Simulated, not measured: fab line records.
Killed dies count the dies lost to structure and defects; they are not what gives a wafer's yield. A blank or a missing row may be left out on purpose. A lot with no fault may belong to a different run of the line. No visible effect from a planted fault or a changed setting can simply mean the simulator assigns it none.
fab line records | flow nand-harc
record lots=6 wafers=18 last-day=24
route steps=1159 shown P_M1@297 END@1159
lots with no fault: from the same line, run without faults
start-h: the number of hours between the record's first day and the start of the first shown wafer of the lot | wait-h: hours from the lot's prior step to this one | " as in the row above | L1.1+2: a row that stands for several wafers | - no value, or no start given | * or withheld: withheld | < > ~ a bound
route shown NAME@n: NAME is a module with steps in the file, n the number in the route of the first one | usual: average and standard deviation across the fault-free wafers | same: alike in all rows | chamber/n: place in a boat | sites: readings site by site | _std_site: standard deviation of those values | _edge_site: the outer-site mean with the inner-site mean subtracted | radius-mm: how far each site lies from the wafer's centre | mask NAME#n: copy n | behind: the most recent tool/chamber to have shaped the wafer | hold: the reason the lot was held/the length of the hold in hours/how it ended | device: transistor that didn't switch, given as n, p or np | end of line: at the end of the route, the tests of the same wafers | a step without rows: its recipe alone | killed: at the first sort, the dies lost to defects and structure; wafer yield is something else | map: the dies of a wafer, with x for killed, . for not killed, _ for no die there
set.NAME: the setting the step ran with; set.NAME@STEP: the setting that earlier step ran with | model.NAME: the simulator's own value behind a step, which no gauge read
lots at selected steps of the route; one table per step, one row per wafer
services: when a tool's chamber went out of use (start-h, in hours from the record's first day, below 0 if earlier), for how many hours, and the reason
## steps
# step NHARC_P_M1_INSPECT_11
# usual raw-defect-count=3.7/2
# columns lot.wafer tool chamber start-h wait-h raw-defect-count
L699.2 defect-inspect-01 - 115.67 0.0 4
L699.5 " - " " 6
L699.6 " - " " 7
L708.1 defect-inspect-01 - 184.99 0.0 4
L708.2 " - " " 4
L708.5 " - " " 4
L713.2 defect-inspect-01 - 214.02 0.0 1
L713.3 " - " " 2
L713.6 " - " " 2
L714.1 defect-inspect-01 - 220.08 0.0 6
L714.3 " - " " 4
L714.5 " - " " 8
L715.1 defect-inspect-01 - 220.54 0.0 3
L715.3 " - " " 5
L715.5 " - " " 5
L720.1 defect-inspect-01 - 257.83 0.0 5
L720.3 " - " " 2
L720.4 " - " " 3
# step NHARC_P_M1_DESCUM_14
# recipe time-s=3 o2-flow-sccm=200 ar-flow-sccm=0 bias-power-w=0 chemistry=O2
# step NHARC_P_M1_ETCH_35
# recipe target-depth-a=400 overetch-a=120 time-s=43.94 ion-energy-ev=200 n2-flow-sccm=150 h2-flow-sccm=150 ar-flow-sccm=0 rf-w=400 bias-w=150 chemistry=N2/H2
# step NHARC_P_M1_ETCH_15
# recipe target-depth-a=1825 time-s=91.2 c4f8-flow-sccm=withheld ar-flow-sccm=400 rf-w=600 bias-w=300 chemistry=C4F8/Ar
# step NHARC_P_M1_CD_MEAS_16
# usual cd-nm=130.3/0.99
# columns lot.wafer tool chamber start-h wait-h cd-nm
L699.2 cd-sem-01 - 116.04 - 130.5
L699.5 " - " " 131.5
L699.6 " - " " 128.8
L708.1 cd-sem-01 - 185.40 - 130.7
L708.2 " - " " 131.6
L708.5 " - " " 130.0
L713.2 cd-sem-01 - 214.40 - 129.2
L713.3 " - " " 130.6
L713.6 " - " " 129.2
L714.1 cd-sem-01 - 220.45 - 129.4
L714.3 " - " " 129.8
L714.5 " - " " 130.3
L715.1 cd-sem-01 - 220.91 - 129.1
L715.3 " - " " 130.7
L715.5 " - " " 130.1
L720.1 cd-sem-03 - 258.22 - 129.1
L720.3 " - " " 129.7
L720.4 " - " " 130.0
# step NHARC_P_M1_STRIP_18
# recipe power-w=1000 n2-flow-sccm=150 h2-flow-sccm=150 ar-flow-sccm=0 bias-w=0 chemistry=N2/H2
# usual drypump-motor-current-A=5.6/0.46 oes-product-au=0.999/0.01 rf-vpp-V=90.8/0.92 showerhead-plenum-p-Torr=2.07/0.061 throttle-valve-pct=14.172/0.0095
# same bias-w=0
# columns lot.wafer tool chamber start-h wait-h drypump-motor-current-A oes-product-au rf-hours-counter-h rf-vpp-V showerhead-plenum-p-Torr throttle-valve-pct
L699.2 rie-diel-11 2 116.11 0.1 6.2 1.009 7 92.8 2.04 14.160
L699.6 " 2 " " 6.2 1.002 - 90.1 2.04 14.181
L699.5 " 3 " " 5.8 1.004 - 91.0 2.11 14.188
L708.2 rie-diel-11 3 185.50 0.1 5.8 0.992 13 90.7 2.11 14.169
L708.1 " 1 " " 6.1 1.008 12 89.1 1.96 14.172
L708.5 " 3 " " 5.8 1.000 - 90.3 2.11 14.179
L713.3 rie-diel-12 0 214.49 0.1 5.0 1.016 0 91.3 1.99 14.173
L713.2 " 2 " " 5.9 1.005 0 91.9 2.08 14.173
L713.6 " 0 " " 5.0 0.993 - 91.5 1.99 14.175
L714.3 rie-diel-12 1 220.53 0.1 5.7 0.994 0 91.9 2.11 14.162
L714.1 " 0 " " 5.0 1.010 0 90.4 1.99 14.152
L714.5 " 1 " " 5.7 0.998 - 90.6 2.11 14.172
L715.1 rie-diel-12 3 221.01 0.1 4.9 0.995 0 89.4 2.10 14.165
L715.3 " 0 " " 5.0 0.994 0 92.2 1.99 14.165
L715.5 " 3 " " 5.0 0.998 - 90.5 2.10 14.183
L720.4 rie-diel-13 3 258.32 0.1 5.8 1.015 4 91.2 2.13 14.197
L720.1 " 0 " " 4.7 1.010 4 92.3 2.17 14.165
L720.3 " 1 " " 5.5 1.013 3 90.3 2.14 14.185
# step NHARC_P_M1_ETCH_28
# recipe target-depth-a=300 over-etch-frac=0.3 time-s=72.99 ion-energy-ev=150 cf4-flow-sccm=50 n2-flow-sccm=100 ar-flow-sccm=150 rf-w=300 bias-w=100 chemistry=CF4/N2
# usual bias-w=100.02/0.27 drypump-motor-current-A=5.6/0.46 oes-product-au=1.000/0.011 rf-vpp-V=314.9/1.5 showerhead-plenum-p-Torr=2.67/0.07 throttle-valve-pct=19.794/0.0091
# same over-etch-frac=0.3
# columns lot.wafer tool chamber start-h wait-h bias-w drypump-motor-current-A oes-product-au rf-hours-counter-h rf-vpp-V showerhead-plenum-p-Torr throttle-valve-pct
L699.2 rie-diel-11 2 - - 99.76 6.2 1.003 7 313.7 2.63 19.803
L699.5 " 2 " " 100.16 6.2 1.010 - 314.5 2.63 19.787
L699.6 " 3 " " 100.11 5.8 1.007 - 316.6 2.71 19.772
L708.1 rie-diel-11 3 - - 100.30 5.8 0.982 13 315.1 2.71 19.804
L708.2 " 0 " " 99.65 5.9 1.024 12 313.7 2.58 19.801
L708.5 " 2 " " 99.93 6.2 1.001 - 312.8 2.63 19.803
L713.3 rie-diel-12 3 - - 100.43 5.0 1.005 0 315.7 2.70 19.784
L713.2 " 0 " " 100.51 5.0 1.005 0 313.3 2.56 19.792
L713.6 " 1 " " 99.88 5.7 0.994 - 316.0 2.70 19.793
L714.3 rie-diel-12 2 - - 99.71 5.9 0.998 0 317.3 2.67 19.818
L714.1 " 3 " " 99.83 4.9 0.996 0 315.6 2.70 19.777
L714.5 " 2 " " 99.44 5.9 1.000 - 315.8 2.67 19.786
L715.3 rie-diel-12 1 - - 99.75 5.7 0.986 0 315.8 2.70 19.813
L715.1 " 3 " " 99.68 5.0 1.003 1 316.0 2.70 19.779
L715.5 " 1 " " 100.16 5.7 0.993 - 316.2 2.70 19.795
L720.1 rie-diel-13 2 - - 99.64 5.5 0.999 4 314.9 2.69 19.801
L720.4 " 3 " " 100.01 5.8 1.002 4 317.9 2.74 19.802
L720.3 " 1 " " 99.87 5.5 0.997 3 315.0 2.74 19.796
# step NHARC_P_M1_STRIP_19
# recipe time-s=600 temp-c=30 chemistry=post-etch-residue-remover
# step NHARC_P_M1_DEGAS_29
# recipe temp-c=250 time-s=60
# step NHARC_P_M1_PRE_CLEAN_30
# recipe time-s=30 temp-c=280 gas=H2/He
# usual heater-power-w=408/39
# columns lot.wafer tool chamber start-h wait-h heater-power-w
L699.2 pvd-sputter-01 - - - 386
L699.5 " - " " 388
L699.6 " - " " 368
L708.2 pvd-sputter-01 - - - 408
L708.1 " - " " 379
L708.5 " - " " 419
L713.3 pvd-sputter-01 - - - 379
L713.2 " - " " 417
L713.6 " - " " 414
L714.1 pvd-sputter-03 - - - 404
L714.3 " - " " 431
L714.5 " - " " 392
L715.1 pvd-sputter-03 - - - 377
L715.3 " - " " 403
L715.5 " - " " 425
L720.3 pvd-sputter-02 - - - 359
L720.1 " - " " 429
L720.4 " - " " 473
# step NHARC_P_M1_PVD_20
# recipe target-thk-a=50 bias-v=168.6 power-w=15000 chamber-pressure-pa=0.12 time-s=8.06 substrate-temp-c=50 material=TaN
# usual throttle-valve-pct=30.5/0.75
# columns lot.wafer tool chamber start-h wait-h throttle-valve-pct
L699.2 pvd-sputter-01 - - - 30.5
L699.5 " - " " 30.9
L699.6 " - " " 30.8
L708.2 pvd-sputter-01 - - - 31.6
L708.1 " - " " 31.7
L708.5 " - " " 31.0
L713.2 pvd-sputter-01 - - - 32.1
L713.3 " - " " 31.2
L713.6 " - " " 32.1
L714.1 pvd-sputter-03 - - - 29.8
L714.3 " - " " 30.2
L714.5 " - " " 29.5
L715.3 pvd-sputter-03 - - - 30.2
L715.1 " - " " 30.1
L715.5 " - " " 30.0
L720.4 pvd-sputter-02 - - - 30.5
L720.3 " - " " 30.7
L720.1 " - " " 30.9
# step NHARC_P_M1_PVD_21
# recipe target-thk-a=300 chamber-pressure-pa=5 power-w=5000 substrate-temp-c=30 time-s=20.49 material=Cu
# step NHARC_P_M1_ECD_22
# recipe target-thk-a=4000 bath-temp-c=25 material=Cu
# usual bath-heat-duty-pct=5.7/0.83
# columns lot.wafer tool chamber start-h wait-h bath-heat-duty-pct
L699.2 ecd-cu-01 0 117.18 - 7.5
L699.5 " 1 " " 4.9
L699.6 " 0 " " 6.2
L708.1 ecd-cu-01 0 186.48 - 6.8
L708.2 " 1 " " 4.8
L708.5 " 1 " " 5.1
L713.2 ecd-cu-01 0 215.47 - 6.7
L713.3 " 1 " " 4.9
L713.6 " 1 " " 4.7
L714.1 ecd-cu-01 0 221.57 - 7.3
L714.3 " 1 " " 5.6
L714.5 " 0 " " 7.0
L715.1 ecd-cu-02 0 222.17 - 5.8
L715.3 " 0 " " 6.4
L715.5 " 1 " " 5.7
L720.1 ecd-cu-02 1 259.33 - 5.2
L720.3 " 0 " " 6.3
L720.4 " 1 " " 4.8
# step NHARC_P_M1_ANNEAL_31
# recipe temp-c=225 time-s=90
# usual wafer_temp_C_max=226.10/0.27
# columns lot.wafer tool chamber start-h wait-h wafer_temp_C_max
L699.2 rtp-anneal-02 0 117.56 0.3 226.10
L699.5 " 0 " " 225.68
L699.6 " 0 " " 226.44
L708.1 rtp-anneal-01 0 186.89 0.4 226.42
L708.2 " 0 " " 226.12
L708.5 " 0 " " 226.15
L713.2 rtp-anneal-01 0 215.90 0.4 226.35
L713.3 " 0 " " 226.50
L713.6 " 0 " " 226.47
L714.1 rtp-anneal-02 0 221.95 - 225.97
L714.3 " 0 " " 226.05
L714.5 " 0 " " 226.12
L715.1 rtp-anneal-01 0 222.55 0.3 226.16
L715.3 " 0 " " 226.01
L715.5 " 0 " " 226.27
L720.1 rtp-anneal-02 0 259.66 - 225.91
L720.3 " 0 " " 226.12
L720.4 " 0 " " 225.68
# step NHARC_P_M1_CMP_23
# recipe t-overpolish-s=20 target-thk-nm=157.82
# usual edge-zone-pressure-frac=1.000/0.0045 motor-current-A=12.3/1.2 time-to-endpoint-s=29.8/2.3
# columns lot.wafer tool chamber start-h wait-h edge-zone-pressure-frac motor-current-A time-to-endpoint-s
L699.2 cmp-01 0 117.86 - 0.993 11.2 26.7
L699.6 " 0 " " 0.998 11.4 25.8
L699.5 " 1 " " 0.996 13.6 31.4
L708.2 cmp-03 2 187.23 - 1.000 12.6 28.8
L708.1 " 0 " " 0.998 12.3 27.9
L708.5 " 2 " " 1.004 13.2 27.2
L713.2 cmp-01 1 216.19 - 1.000 14.2 18.9
L713.3 " 0 " " 0.998 10.8 26.9
L713.6 " 1 " " 1.007 12.8 28.2
L714.3 cmp-03 2 222.33 - 0.997 12.9 30.0
L714.1 " 0 " " 0.998 12.7 17.7
L714.5 " 2 " " 0.998 12.3 30.1
L715.3 cmp-03 2 222.89 - 1.002 11.9 32.7
L715.1 " 0 " " 0.999 12.2 31.8
L715.5 " 3 " " 1.001 12.7 29.8
L720.1 cmp-02 2 260.01 - 0.998 12.2 29.0
L720.4 " 0 " " 1.001 10.4 27.5
L720.3 " 1 " " 1.001 13.2 28.8
# step NHARC_P_M1_THK_MEAS_24
# recipe thk-meas-gauge=xrf
# usual thk-nm=158.5/1.5
# columns lot.wafer tool chamber start-h wait-h thk-nm
L699.2 film-metro-01 - 118.17 - 157.5
L699.5 " - " " 160.1
L699.6 " - " " 157.8
L708.1 film-metro-02 - 187.55 - 159.4
L708.2 " - " " 158.4
L708.5 " - " " 158.2
L713.2 film-metro-01 - 216.50 - 157.6
L713.3 " - " " 157.3
L713.6 " - " " 159.3
L714.1 film-metro-01 - 222.63 - 158.2
L714.3 " - " " 158.5
L714.5 " - " " 159.0
L715.1 film-metro-02 - 223.22 - 155.7
L715.3 " - " " 160.0
L715.5 " - " " 158.2
L720.1 film-metro-02 - 260.34 - 156.6
L720.3 " - " " 158.1
L720.4 " - " " 157.5
# step NHARC_END_SORT_01
# recipe temp-c=25
# usual defect-limited-yield=95.0/1.7 killed-at-array=31/11 killed-at-other=0.5/0.78 killed-at-periphery=3.0/2 killed-dies=34/12 killed-open=3.2/2 killed-short=1.9/1.6 sort_bin_2_pct=1.6/0.67 sort_bin_3_pct=0.26/0.2 sort_bin_4_pct=3.2/1.1 sort-n-pass=643/12 sort-rim-yield-pct=96.8/1.8 sort-yield-pct=95.0/1.7
# same gross-dies=677 sort_bin_5_pct[%]=0 sort_bin_6_pct[%]=0 sort_bin_7_pct[%]=0 sort_bin_8_pct[%]=0 sort-rim-n-gross=106.00
# columns lot.wafer tool chamber start-h wait-h defect-limited-yield[%] killed-at-array killed-at-other killed-at-periphery killed-dies killed-open killed-short sort_bin_2_pct[%] sort_bin_3_pct[%] sort_bin_4_pct[%] sort-n-pass sort-rim-yield-pct[%] sort-yield-pct[%]
L699.2 prober-01 0 446.47 2.8 92.5 48 1 2 51 8 0 2.4 0.59 4.6 626 95.3 92.5
L699.5 prober-01 0 448.87 3.7 94.4 34 0 4 38 2 3 1.6 0.30 3.7 639 99.1 94.4
L699.6 prober-01 0 449.67 4.0 93.2 39 0 7 46 5 2 3.0 0 3.8 631 96.2 93.2
L715.1 prober-02 0 540.83 2.5 94.2 37 0 2 39 1 2 1.8 0.30 3.7 638 98.1 94.2
L715.3 prober-02 0 542.41 3.1 94.4 37 0 1 38 3 3 1.8 0.30 3.5 639 95.3 94.4
L715.5 prober-02 0 543.99 3.7 94.4 36 0 2 38 2 2 2.2 0.44 3.0 639 97.2 94.4
L713.2 prober-01 0 541.63 2.8 94.1 37 1 2 40 4 4 2.2 0.15 3.5 637 96.2 94.1
L713.3 prober-01 0 542.43 3.1 94.8 33 1 1 35 3 0 1.3 0.30 3.5 642 97.2 94.8
L713.6 prober-01 0 544.84 4.0 94.7 31 0 5 36 6 0 1.3 0.44 3.5 641 96.2 94.7
L714.1 prober-02 0 556.39 2.5 96.6 19 0 4 23 2 0 1.2 0.15 2.1 654 98.1 96.6
L714.3 prober-02 0 558.01 3.1 95.9 26 1 1 28 2 1 1.5 0.30 2.4 649 99.1 95.9
L714.5 prober-02 0 559.62 3.7 95.7 29 0 0 29 2 3 1.3 0.30 2.7 648 99.1 95.7
# killed by level:class
L699.2 A_CHANNEL_HOLE_D1:chamber-film-flake=14 A_SLIT:chamber-film-flake=14 A_CONTACT:chamber-film-flake=5 A_STAIRCASE:chamber-film-flake=4 A_CHANNEL_FILL_D1:geometric-particle:open=2 A_CONTACT:geometric-particle:open=2 P_ZERO_WELL:chamber-film-flake=2 A_SGD_CUT:chamber-film-flake=2
L699.5 A_SLIT:chamber-film-flake=11 A_CHANNEL_HOLE_D1:chamber-film-flake=10 A_SGD_CUT:chamber-film-flake=4 P_ZERO_WELL:chamber-film-flake=2 A_STAIRCASE:chamber-film-flake=2 A_CONTACT:chamber-film-flake=2 P_M0:geometric-particle:open=1 A_CHANNEL_FILL_D1:geometric-particle:short=1
L699.6 A_CHANNEL_HOLE_D1:chamber-film-flake=16 A_SLIT:chamber-film-flake=14 P_ZERO_WELL:chamber-film-flake=4 A_CONTACT:geometric-particle:open=2 A_WL_FILL:chamber-film-flake=2 P_M0:geometric-particle:open=1 A_CHANNEL_FILL_D1:geometric-particle:short=1 A_SGD_CUT:geometric-particle:short=1
L715.1 A_SLIT:chamber-film-flake=20 A_CONTACT:chamber-film-flake=8 A_CHANNEL_HOLE_D1:chamber-film-flake=6 P_M2:geometric-particle:open=1 A_SOURCE_PLATE:geometric-particle:short=1 P_ZERO_WELL:chamber-film-flake=1 A_BLC:geometric-particle:short=1 A_STAIRCASE:chamber-film-flake=1
L713.2 A_SLIT:chamber-film-flake=16 A_STAIRCASE:chamber-film-flake=6 A_CHANNEL_HOLE_D1:chamber-film-flake=5 A_CONTACT:chamber-film-flake=3 P_CONTACT:geometric-particle:short=1 P_CONTACT:geometric-particle:open=1 A_CHANNEL_HOLE_D1:geometric-particle:short=1 A_CHANNEL_FILL_D1:geometric-particle:short=1
L715.3 A_SLIT:chamber-film-flake=17 A_CHANNEL_HOLE_D1:chamber-film-flake=6 A_CONTACT:chamber-film-flake=6 A_CHANNEL_FILL_D1:chamber-film-flake=2 A_SOURCE_PLATE:geometric-particle:open=1 A_SOURCE_PLATE:geometric-particle:short=1 A_ONON_D1:geometric-particle:short=1 A_CHANNEL_FILL_D1:geometric-particle:short=1
L713.3 A_SLIT:chamber-film-flake=16 A_CHANNEL_HOLE_D1:chamber-film-flake=8 A_STAIRCASE:chamber-film-flake=6 P_M1:geometric-particle:open=1 A_ONON_D1:geometric-particle:open=1 A_CONTACT:geometric-particle:open=1 A_CHANNEL_FILL_D1:chamber-film-flake=1 THIN_TSV:chamber-film-flake=1
L715.5 A_SLIT:chamber-film-flake=17 A_CONTACT:chamber-film-flake=10 A_CHANNEL_HOLE_D1:chamber-film-flake=4 A_STAIRCASE:chamber-film-flake=2 P_CONTACT:geometric-particle:open=1 A_ONON_D1:geometric-particle:open=1 A_ONON_D1:geometric-particle:short=1 A_WL_FILL:geometric-particle:short=1
L713.6 A_CHANNEL_HOLE_D1:chamber-film-flake=11 A_SLIT:chamber-film-flake=9 A_STAIRCASE:chamber-film-flake=3 A_CONTACT:chamber-film-flake=3 A_CONTACT:geometric-particle:open=2 P_M1:chamber-film-flake=2 A_CHANNEL_FILL_D1:geometric-particle:open=1 P_GATE:geometric-particle:open=1
L714.1 A_CHANNEL_HOLE_D1:chamber-film-flake=14 P_ZERO_WELL:chamber-film-flake=2 A_WL_FILL:geometric-particle:open=1 A_CONTACT:geometric-particle:open=1 A_CONTACT:chamber-film-flake=1 P_M1:chamber-film-flake=1 P_BONDPAD:chamber-film-flake=1 A_ZERO_WELL:chamber-film-flake=1
L714.3 A_CHANNEL_HOLE_D1:chamber-film-flake=23 A_WL_FILL:geometric-particle:short=1 A_CONTACT:geometric-particle:open=1 STARTING-WAFER:geometric-particle:open=1 P_M1:chamber-film-flake=1 A_CONTACT:chamber-film-flake=1
L714.5 A_CHANNEL_HOLE_D1:chamber-film-flake=19 A_CONTACT:chamber-film-flake=5 A_ONON_D1:geometric-particle:short=1 A_CHANNEL_FILL_D1:geometric-particle:short=1 A_CONTACT:geometric-particle:open=1 A_BLC:geometric-particle:short=1 A_M0:geometric-particle:open=1
## services
# columns tool chamber start-h hours kind
ecd-cu-01 - 96.03 8.0 pm
rie-diel-13 - 99.00 9.0 pm
pvd-sputter-03 - 102.00 10.0 pm
cmp-03 - 111.59 4.0 pm
cmp-01 - 124.61 1.5 repair
rie-diel-12 3 130.02 8.7 repair
cmp-03 - 134.24 1.2 repair
ecd-cu-02 - 143.50 1.9 repair
pvd-sputter-01 - 158.00 10.0 pm
rie-diel-11 0 174.02 9.4 repair
rie-diel-13 1 178.72 22.5 repair
cmp-01 - 179.50 4.0 pm
ecd-cu-02 - 180.52 8.0 pm
rie-diel-12 3 183.88 6.7 repair
rie-diel-11 - 189.50 9.0 pm
ecd-cu-01 - 190.15 0.3 repair
rie-diel-11 2 200.68 1.2 repair
rie-diel-12 - 202.68 9.0 pm
cmp-03 - 209.59 4.0 pm
rie-diel-13 - 210.84 0.8 repair
pvd-sputter-02 - 214.01 10.0 pm
pvd-sputter-03 - 224.96 7.2 repair
cmp-03 - 236.64 0.4 repair
pvd-sputter-02 - 253.30 5.2 repair
## key
first-sign step=NHARC_P_M1_CMP_23 reading=time-to-endpoint-s direction=down sigmas=4.9 usual=* struck=*
effect none on later readings
met-at NHARC_P_M1_ECD_22
struck-wafers L713.2,L714.1
onset-between 186.48 215.47
fault kind=process-parameter-drift tool=ecd-cu-01 chamber=- onset-h=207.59 steps=NHARC_P_M1_ECD_22 channel=target-thk-a offset=* shape=step end-h=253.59 scope=struck-wafers-only acts-in=* stated=*
